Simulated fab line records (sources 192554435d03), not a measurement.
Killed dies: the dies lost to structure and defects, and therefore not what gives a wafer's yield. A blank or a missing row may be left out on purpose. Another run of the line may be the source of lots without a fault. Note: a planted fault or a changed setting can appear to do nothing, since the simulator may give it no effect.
fab line records	flow n5_finfet
[record] lots = 5	wafers = 12	last_day = 16
route steps=1938 shown PMOS_HMC_CHANNEL_EPI@87 FIN_SAQP@90 BEOL_M4@1111 PASSIVATION@1936
lots with no fault: from the same line, run without faults
start_h: hours from the record's opening day to when the first of the lot's shown wafers began	wait_h: time in hours since the lot's previous step	" as in the row above	L1.1+2: one row covering several wafers at once	- no value present, or no start provided	* or withheld: withheld	< > ~ a bound
route shown NAME@n: names a module that has steps shown in the file, with the first one's number in the route	usual: mean/standard deviation of fault-free wafers	same: alike in all rows	chamber/n: place in a boat	sites: per-site readings	_std_site: standard deviation across them	_edge_site: inner sites' mean taken away from outer sites' mean	radius_mm: how far each site lies from the wafer's centre	mask NAME#n: copy n	behind: the most recent tool/chamber to have shaped the wafer	hold: reason for holding the lot/hours on hold/outcome of the hold	device: whichever transistor did not switch (one of n, p or np)	end of line: the route-end tests of the same wafers	a step without rows: its recipe alone	killed: not the wafer's yield, but the dies lost to structure and defects at the first sort	map: per-die view of a wafer (x killed, . not killed, _ where there is no die)
set.NAME: the setting as run; set.NAME@STEP: as run at that earlier step	model.NAME: the simulator's own value behind a step, which no gauge read
certain route steps with their lots: each step a table, each wafer a row
services: from which hour (start_h, from the record's first day; less than 0 if before it) a tool's chamber was out of use, for how many hours, and why
[[steps]]
[step N5_PMOS_HMC_CHANNEL_EPI_EPI_26]
[recipe] material = Si	target_thk_a = 38	temp_c = 650	precursor = SiH4/H2	pressure_torr = 20	time_s = 22.7
[step N5_FIN_SAQP_PRECLEAN_42]
[recipe] chemistry = O3/DIW	time_s = 60	temp_c = 22	o3_ppm = 10
[step N5_FIN_SAQP_PRECLEAN_00]
[recipe] chemistry = SC1	time_s = 60	temp_c = 55	mix = 1:2:50
[step N5_FIN_SAQP_PRECLEAN_44]
[recipe] chemistry = SC2	time_s = 45	temp_c = 35	mix = 1:1:50
[step N5_FIN_SAQP_SRD_01]
[recipe] dry = ipa_marangoni	time_s = 30	temp_c = 23	rinse_liquid = diw
[step N5_FIN_SAQP_ALD_61]
[recipe] material = SiO2	target_thk_a = 40	temp_c = 300	ald_precursor_family = BDEAS	ald_co_reactant = O2-plasma	pulse_time_s = 1	purge_time_s = 2	co_reactant_purge_time_s = 2	ald_cycles = 43	pressure_torr = 2
[step N5_FIN_SAQP_DENSIFY_62]
[recipe] temp_c = 700	time_s = 60	ambient = N2	idle_temp_c = 600	ramp_up_c_per_s = 150	ramp_down_c_per_s = 60	cool_to_c = 600
[step N5_FIN_SAQP_HM_DEP_03]
[recipe] material = SiNx	target_thk_a = 380	temp_c = 400	precursor = SiH4/NH3/N2	pressure_torr = 1.5	rf_w = 300	time_s = 33.6
[step N5_FIN_SAQP_PECVD_47]
[recipe] material = a-Si	target_thk_a = 450	temp_c = 400	precursor = SiH4/He	pressure_torr = 3	rf_w = 100	time_s = 36.3
[step N5_FIN_SAQP_PECVD_48]
[recipe] material = SiNx	target_thk_a = 250	temp_c = 400	precursor = SiH4/NH3/N2	pressure_torr = 1.5	rf_w = 300	time_s = 22.1
[usual] heater_power_w = 765/77	showerhead_plenum_p_Torr = 5.13/0.059	throttle_valve_pct = 38.9/1.7
lot.wafer	tool	chamber	start_h	wait_h	heater_power_w	showerhead_plenum_p_Torr	throttle_valve_pct	model.SiNx_of_FIN_SAQP_PECVD_48.thk_nm
L738.2	pecvd-01	2	50.91	0.0	733	5.05	35.2	24.47
L738.3	"	1	"	"	710	5.14	40.3	24.56
L738.5	"	1	"	"	722	5.13	40.3	24.98
L742.1	pecvd-01	2	75.24	0.0	748	5.04	35.2	24.33
L742.3	"	0	"	"	778	5.27	41.0	18.46
L743.3	pecvd-01	2	81.72	0.0	699	5.04	35.2	18.57
L743.6	"	1	"	"	683	5.14	40.4	24.77
L745.5	pecvd-01	0	93.39	0.0	763	5.26	41.3	19.02
L745.6	"	1	"	"	612	5.13	40.4	24.98
L752.1	pecvd-04	2	135.27	0.0	797	5.13	38.7	24.77
L752.3	"	0	"	"	819	5.13	40.0	24.54
L752.5	"	2	"	"	786	5.13	38.8	24.97
[step N5_FIN_SAQP_PECVD_06]
[recipe] material = a-Si	target_thk_a = 600	temp_c = 400	precursor = SiH4/He	pressure_torr = 3	rf_w = 100	time_s = 48.1
[step N5_FIN_SAQP_HM_DEP_72]
[recipe] material = SiO2	target_thk_a = 120	temp_c = 400	precursor = SiH4/N2O	pressure_torr = 0.75	rf_w = 275	time_s = 7.2
[step N5_FIN_SAQP_COAT_49]
[recipe] resist = SOC	temp_c = 250	time_s = 60	spin_rpm = 1500	resist_thk_nm = 100
[step N5_FIN_SAQP_COAT_50]
[recipe] resist = SiARC	temp_c = 220	time_s = 60	spin_rpm = 1500	resist_thk_nm = 35
[step N5_FIN_SAQP_COAT_10]
[recipe] resist = CAR-ArF	spin_rpm = 1500	resist_thk_nm = 90
[step N5_FIN_SAQP_EBR_12]
[recipe] solvent = PGMEA	ebr_width_mm = 1.5
[step N5_FIN_SAQP_SOFTBAKE_11]
[recipe] temp_c = 110	time_s = 60	resist = CAR-ArF
[step N5_FIN_SAQP_EXPOSE_13]
[recipe] mask_id = FIN_CORE	na = 1.35	source_shape = dipole	sigma_inner = 0.538	sigma_outer = 0.738	polarization = te	target_cd_nm = 35.6	dose_mj = 63.25
[step N5_FIN_SAQP_PEB_14]
[recipe] peb_temp_c = withheld	peb_time_s = 60	resist = CAR-ArF
[step N5_FIN_SAQP_DEVELOP_15]
[recipe] develop_time_s = 30	developer = TMAH	resist = CAR-ArF	dev_temp_c = 23	rinse_liquid = diw	dry = air_spin
[step N5_FIN_SAQP_DESCUM_21]
[recipe] chemistry = O2	time_s = 7.9	source_power_w = 50	bias_power_w = 20	pressure_mtorr = 20	rf_frequency_hz = 2.712e+07	temp_c = 40	resist = CAR-ArF	o2_flow_sccm = 225
[step N5_FIN_SAQP_ETCH_51]
[recipe] chemistry = CF4	target = SiARC	target_depth_a = 455	mask_material = CAR-ArF	time_s = 75.8	ion_energy_ev = 80	pressure_mtorr = 40	source_w = 545	bias_w = 36	Ar_flow_sccm = 100	cf4_flow_sccm = 100	ends = cleared
[step N5_FIN_SAQP_ETCH_52]
[recipe] chemistry = N2/H2	target = SOC	target_depth_a = 1000	overetch_a = 200	mask_material = SiARC	temp_c = 40	time_s = 150	ion_energy_ev = 200	pressure_mtorr = 30	source_w = 840	bias_w = 150	n2_flow_sccm = 200	h2_flow_sccm = 200	ends = end_point
[step N5_FIN_SAQP_STRIP_53]
[recipe] chemistry = N2/H2	temp_c = 40	n2_flow_sccm = 200	h2_flow_sccm = 200	rf_frequency_hz = 6e+07
[step N5_FIN_SAQP_HM_OPEN_73]
[recipe] chemistry = CHF3/O2	target = SiO2	stop_on = a-Si	target_depth_a = 120	over_etch_frac = 1.8	mask_material = SOC	time_s = 16.8	pressure_mtorr = 30	source_w = 650	bias_w = 170	Ar_flow_sccm = 200	CHF3_flow_sccm = 50	O2_flow_sccm = 5	ion_energy_ev = 200	ends = end_point
[step N5_FIN_SAQP_STRIP_74]
[recipe] chemistry = CHF3/O2	resist = SiARC	rf_frequency_hz = 6e+07
[step N5_FIN_SAQP_MANDREL_ETCH_22]
[recipe] target_depth_a = 600	chemistry = HBr/Cl2	target = a-Si	stop_on = SiNx	bt_time_s = 10	over_etch_frac = 0.5	time_s = 30	pressure_mtorr = 10	icp_w = 800	bias_w = 75	HBr_flow_sccm = 150	Cl2_flow_sccm = 80	ends = end_point
[usual] drypump_motor_current_A = 5.4/0.42	oes_product_au = 0.774/0.01	throttle_valve_pct = 35.50/0.21
lot.wafer	tool	chamber	start_h	wait_h	drypump_motor_current_A	oes_product_au	rf_hours_counter_h	throttle_valve_pct	model.SiNx_of_FIN_SAQP_PECVD_48.thk_nm
L738.2	rie_si-02	2	52.19	0.0	5.8	0.776	41	35.40	24.31
L738.3	"	0	"	"	4.8	0.761	64	35.41	24.45
L738.5	"	3	"	"	5.4	0.778	-	35.82	24.84
L742.1	rie_si-03	2	76.94	0.0	5.8	0.773	8	35.47	24.33
L742.3	"	3	"	"	5.2	0.760	179	35.86	18.4
L743.3	rie_si-02	3	82.71	0.0	5.4	0.761	37	35.82	18.43
L743.6	"	0	"	"	4.8	0.775	-	35.39	24.67
L745.5	rie_si-02	1	94.27	0.1	5.6	0.767	-	35.37	18.99
L745.6	"	2	"	"	5.8	0.777	-	35.39	24.82
L752.1	rie_si-05	3	136.27	0.0	5.2	0.776	102	35.29	24.59
L752.3	"	0	"	"	6.0	0.772	118	35.50	24.48
L752.5	"	2	"	"	5.7	0.774	-	35.63	24.97
[step N5_FIN_SAQP_STRIP_55]
[recipe] chemistry = N2/H2	power_w = 500	temp_c = 40	pressure_mtorr = 50	rf_frequency_hz = 6e+07	overash_fraction = 0.3	bias_power_w = 28	h2_frac = 0.5	n2_flow_sccm = 300	h2_flow_sccm = 300
[step N5_FIN_SAQP_STRIP_23]
[recipe] chemistry = SPM	time_s = 750	temp_c = 130	h2so4_h2o2_vol_ratio = 4
[step N5_FIN_SAQP_SRD_66]
[recipe] dry = ipa_marangoni	time_s = 30	temp_c = 23	rinse_liquid = diw
[step N5_FIN_SAQP_RECESS_75]
[recipe] chemistry = HF/NH3	target = SiO2	target_depth_a = 144	afs_cycles = 3	temp_c = 30	sublimation_temp_c = 180	sublimation_time_s = 60
[step N5_FIN_SAQP_SPACER1_ALD_24]
[recipe] material = SiO2	target_thk_a = 203	temp_c = 300	ald_precursor_family = BDEAS	ald_co_reactant = O2-plasma	pulse_time_s = 1	purge_time_s = 2	co_reactant_purge_time_s = 2	ald_cycles = 218	pressure_torr = 2
[step N5_FIN_SAQP_SPACER1_ETCHBACK_25]
[recipe] chemistry = CHF3/O2	mode = anisotropic_etchback	target = SiO2	target_depth_a = 244	time_s = 12.2	pressure_mtorr = 30	source_w = 650	bias_w = 170	Ar_flow_sccm = 200	CHF3_flow_sccm = 50	O2_flow_sccm = 5	ion_energy_ev = 200
[step N5_FIN_SAQP_MANDREL1_REMOVE_56]
[recipe] chemistry = HBr/Cl2/O2	bt_time_s = 10	target = a-Si	stop_on = SiNx	endpoint = OES-SiCl	over_etch_frac = 1	icp_w = 600	bias_w = 22	HBr_flow_sccm = 150	Cl2_flow_sccm = 80	O2_flow_sccm = 5	pressure_mtorr = 10
[step N5_FIN_SAQP_ETCH_57]
[recipe] chemistry = CH3F/O2	target = SiNx	mask_material = SiO2	target_depth_a = 325	time_s = 46.4	pressure_mtorr = 30	source_w = 395	bias_w = 73	Ar_flow_sccm = 150	CH3F_flow_sccm = 30	O2_flow_sccm = 20	ion_energy_ev = 120	ends = cleared
[usual] drypump_motor_current_A = 5.6/0.35	etch_rf_on_time_s = 46.5/1.1	oes_product_au = 0.67/0.064	rf_vpp_V = 297/6	showerhead_plenum_p_Torr = 2.03/0.051	throttle_valve_pct = 16.4/0.31
lot.wafer	tool	chamber	start_h	wait_h	drypump_motor_current_A	etch_rf_on_time_s	oes_product_au	rf_hours_counter_h	rf_vpp_V	showerhead_plenum_p_Torr	throttle_valve_pct	model.etch.depth_nm
L738.2	rie_diel-01	3	54.00	0.1	5.5	45.8	0.86	0	296	1.97	15.9	24.31
L738.3	"	2	"	"	5.7	46.1	0.61	190	305	2.07	16.7	24.45
L738.5	"	1	"	"	5.5	46.1	0.68	-	299	2.09	16.4	24.84
L742.1	rie_diel-01	3	79.14	0.2	5.5	45.4	0.81	9	296	1.97	15.9	24.33
L742.3	"	2	"	"	5.7	34.6	0.60	198	303	2.07	16.7	18.4
L743.3	rie_diel-06	3	84.68	0.0	5.1	34.8	0.63	148	284	2.10	16.8	18.43
L743.6	"	1	"	"	5.6	46.2	0.62	-	290	2.05	16.7	24.67
L745.5	rie_diel-01	3	96.16	0.1	5.5	35.6	0.80	-	299	1.97	16.0	18.99
L745.6	"	2	"	"	5.7	46.9	0.61	-	302	2.07	16.7	24.82
L752.1	rie_diel-03	0	138.37	0.2	5.3	46.8	0.59	234	299	2.07	16.9	24.59
L752.3	"	2	"	"	6.2	47.4	0.61	189	300	1.98	16.4	24.48
L752.5	"	3	"	"	5.1	47.0	0.63	-	295	2.00	16.4	24.97
[step N5_BEOL_M4_RC_MEAS_101]
[usual] DIBL_N = 36.1/1.6	DIBL_P = 35.7/1.8	IOFF_N = 0.159/0.027	IOFF_P = 0.21/0.03	ION_N = 673/10	ION_P = 462/7.4	SS_N = 71.4/0.56	SS_P = 73.2/0.61	VT_N = 249.7/3	VT_P = -250/3.1
lot.wafer	tool	chamber	start_h	wait_h	DIBL_N[mV/V]	DIBL_P[mV/V]	IOFF_N[nA/um]	IOFF_P[nA/um]	ION_N[uA/um]	ION_P[uA/um]	SS_N[mV/dec]	SS_P[mV/dec]	VT_N[mV]	VT_P[mV]
L738.2	prober-02	0	192.03	0.2	35.6	33.5	0.143	0.19	659	454	71.5	73.1	253.8	-250
L738.3	"	0	"	"	37.0	35.8	0.177	0.22	662	457	71.7	73.9	248.6	-247
L738.5	"	0	"	"	37.5	35.7	0.181	0.23	667	464	71.5	73.3	249.3	-249
L742.1	prober-02	0	220.72	0.0	35.0	34.5	0.155	0.19	666	451	71.8	73.2	247.7	-251
L742.3	"	0	"	"	35.5	35.5	0.153	0.19	673	463	71.5	73.1	250.3	-252
L743.3	prober-02	0	227.60	0.3	37.4	37.4	0.162	0.24	676	470	71.4	72.9	249.4	-247
L743.6	"	0	"	"	36.6	35.8	0.153	0.22	660	463	71.8	73.2	250.9	-247
L745.5	prober-01	0	238.03	0.6	34.0	31.8	0.114	0.16	661	456	71.4	72.5	254.6	-254
L745.6	"	0	"	"	39.2	39.0	0.219	0.27	674	466	71.7	74.4	243.8	-246
L752.1	prober-02	0	282.78	0.0	37.0	35.5	0.168	0.20	664	462	72.1	72.5	246.6	-250
L752.3	"	0	"	"	36.5	34.4	0.148	0.19	673	459	71.2	73.0	252.9	-251
L752.5	"	0	"	"	35.6	32.1	0.128	0.16	649	445	72.3	72.1	256.6	-255
[step N5_PASSIVATION_PROBE_49]
[usual] defect_limited_yield = 91.0/1.3	killed_at_M0_to_M3 = 33/10	killed_at_M4_up = 14/5.6	killed_at_contacts = 12/5.8	killed_at_front_end = 43/11	killed_at_other = 4.1/2.8	killed_dies = 106/15	killed_on_rim = 14/3.9	killed_open = 70/12	killed_short = 34/7.5	sort_bin_5_function = 5.3/0.88	sort_bin_6_memory = 3.3/0.64	sort_n_pass = 1074/15	sort_yield_pct = 91.0/1.3
[same] gross_dies = 1180	killed_at_back_side = 0	sort_bin_4_leakage[%] = 0	sort_bin_8_speed[%] = 0
lot.wafer	tool	chamber	start_h	wait_h	defect_limited_yield[%]	killed_at_M0_to_M3	killed_at_M4_up	killed_at_contacts	killed_at_front_end	killed_at_other	killed_dies	killed_on_rim	killed_open	killed_short	sort_bin_5_function[%]	sort_bin_6_memory[%]	sort_n_pass	sort_yield_pct[%]
L742.1	prober-02	-	338.36	0.0	89.3	61	16	6	41	2	126	19	87	39	6.9	3.3	1054	89.3
L742.3	prober-02	-	338.46	0.1	89.6	52	9	4	51	7	123	15	86	37	6.7	3.5	1057	89.6
L743.3	prober-02	-	341.41	0.1	90.3	35	5	9	65	0	114	20	77	32	5.6	3.8	1066	90.3
// killed by level:class
L742.1 BEOL_M2:geometric_particle:open=20 BEOL_M0_SAQP:geometric_particle:short=15 BEOL_M0_SAQP:geometric_particle:open=12 FIN_SAQP:geometric_particle:open=9 FIN_SAQP:geometric_particle:short=8 GATE_CUT:geometric_particle:open=7 BEOL_M4:geometric_particle:open=7 STI_FIN_REVEAL:geometric_particle:open=5
L742.3 BEOL_M0_SAQP:geometric_particle:open=14 FIN_SAQP:geometric_particle:open=13 DUMMY_GATE:geometric_particle:open=12 BEOL_M3:geometric_particle:open=11 DUMMY_GATE:geometric_particle:short=8 BEOL_M2:geometric_particle:open=8 BEOL_M0_SAQP:geometric_particle:short=7 BEOL_M3:geometric_particle:short=5
L743.3 FIN_SAQP:geometric_particle:open=13 STI_FIN_REVEAL:geometric_particle:open=13 BEOL_M3:geometric_particle:open=12 FIN_SAQP:geometric_particle:short=10 MOL_CONTACT_COAG:geometric_particle:open=7 DUMMY_GATE:geometric_particle:open=6 BEOL_M0_SAQP:geometric_particle:open=6 BEOL_M0_SAQP:geometric_particle:short=6
[[services]]
tool	chamber	start_h	hours	kind
rie_diel-03	-	32.33	1.6	repair
rie_diel-01	3	33.81	-	clean
rie_diel-01	3	33.81	-	consumable_replace:focus_ring
rie_diel-01	3	33.81	18.1	scheduled_down
rie_diel-01	3	33.81	18.1	vent_cycle
pecvd-01	0	35.32	5.5	scheduled_down
rie_si-05	3	35.56	8.3	repair
rie_si-03	3	58.52	6.6	repair
rie_si-02	3	67.78	4.5	repair
rie_diel-01	2	87.98	4.9	repair
rie_si-02	1	100.25	3.1	repair
rie_diel-01	3	105.08	9.1	repair
pecvd-04	-	106.11	2.8	pm
rie_diel-01	0	113.19	5.2	repair
rie_diel-06	2	113.32	8.0	repair
pecvd-04	1	125.18	5.5	scheduled_down
[[key]]
[first_sign] step = N5_FIN_SAQP_ETCH_57	reading = etch_rf_on_time_s	direction = down	sigmas = 11	usual = *	struck = *
effect none on later readings
[model_effect] step = N5_FIN_SAQP_PECVD_48	value = SiNx_of_FIN_SAQP_PECVD_48.thk_nm	without = 24.83	struck = 18.68
[model_effect] step = N5_FIN_SAQP_MANDREL_ETCH_22	value = SiNx_of_FIN_SAQP_PECVD_48.thk_nm	without = 24.75	struck = 18.61
[model_effect] step = N5_FIN_SAQP_ETCH_57	value = etch.depth_nm	without = 24.75	struck = 18.61
met_at N5_FIN_SAQP_PECVD_48
struck_wafers L742.3,L743.3,L745.5
onset_between 50.91 75.24
[fault] kind = process_parameter_drift	tool = pecvd-01	chamber = -	onset_h = 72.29	steps = N5_FIN_SAQP_PECVD_48	channel = time_s	offset = *	shape = step	end_h = 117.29	scope = struck_wafers_only	acts_in = *	stated = *
